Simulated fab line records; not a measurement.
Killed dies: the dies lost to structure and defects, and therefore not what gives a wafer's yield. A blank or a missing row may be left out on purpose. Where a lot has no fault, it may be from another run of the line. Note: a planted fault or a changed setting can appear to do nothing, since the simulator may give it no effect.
Matching of chambers ; flow nandHarc ; NHARC_A_BLC_STRIP_29 on rieDiel-07: 4 sister chambers
The step strips in CF4. 8 wafers are shown with their chamber, then 9 later ones without.

== WAFERS WITH THEIR CHAMBER ==
wafer;chamber;drypumpMotorCurrentA (A);oesProductAu (a.u.)
L440.3;1;5.7;0.992
L443.5;3;5.6;1.004
L445.1;0;5.9;1.007
L445.2;2;5.8;1.004
L445.4;1;5.7;0.978
L446.1;3;5.6;0.998
L446.2;2;5.8;1.006
L446.4;0;6.0;1.004

== WAFERS WITHOUT THEIR CHAMBER ==
wafer;drypumpMotorCurrentA (A);oesProductAu (a.u.)
L452.3;5.6;0.998
L452.4;5.8;1.012
L452.6;5.6;0.998
L451.2;5.6;1.014
L451.3;5.9;1.013
L451.4;5.7;0.984
L456.1;5.7;0.996
L456.3;5.9;0.996
L456.5;5.7;0.985

== WHICH CHAMBER EACH ONE RAN IN ==
wafer;from the rows above;in truth
L452.3;3;3
L452.4;2;2
L452.6;3;3
L451.2;3;3
L451.3;can't be placed: 0 or 2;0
L451.4;1;1
L456.1;can't be placed: 1 or 3 or 2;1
L456.3;can't be placed: 0 or 2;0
L456.5;1;1
Placed correctly: 6 of 9. These rows do not allow placing 3 (true chamber among the candidates in 3). Wrongly placed: 0.
How it was worked out, from the rows above alone: a wafer's distance from a chamber is the root of the sum, over the readings, of the square of ((its reading less the chamber's mean) divided by the reading's scatter). If the next closest chamber is less than 2 further off than the closest, the wafer can't be placed; otherwise it belongs to the closest. A chamber's mean is the mean of its shown wafers. The scatter is the square root of a quotient: the sum, over the shown wafers, of each reading's squared deviation from its chamber's mean, divided by wafers minus chambers.
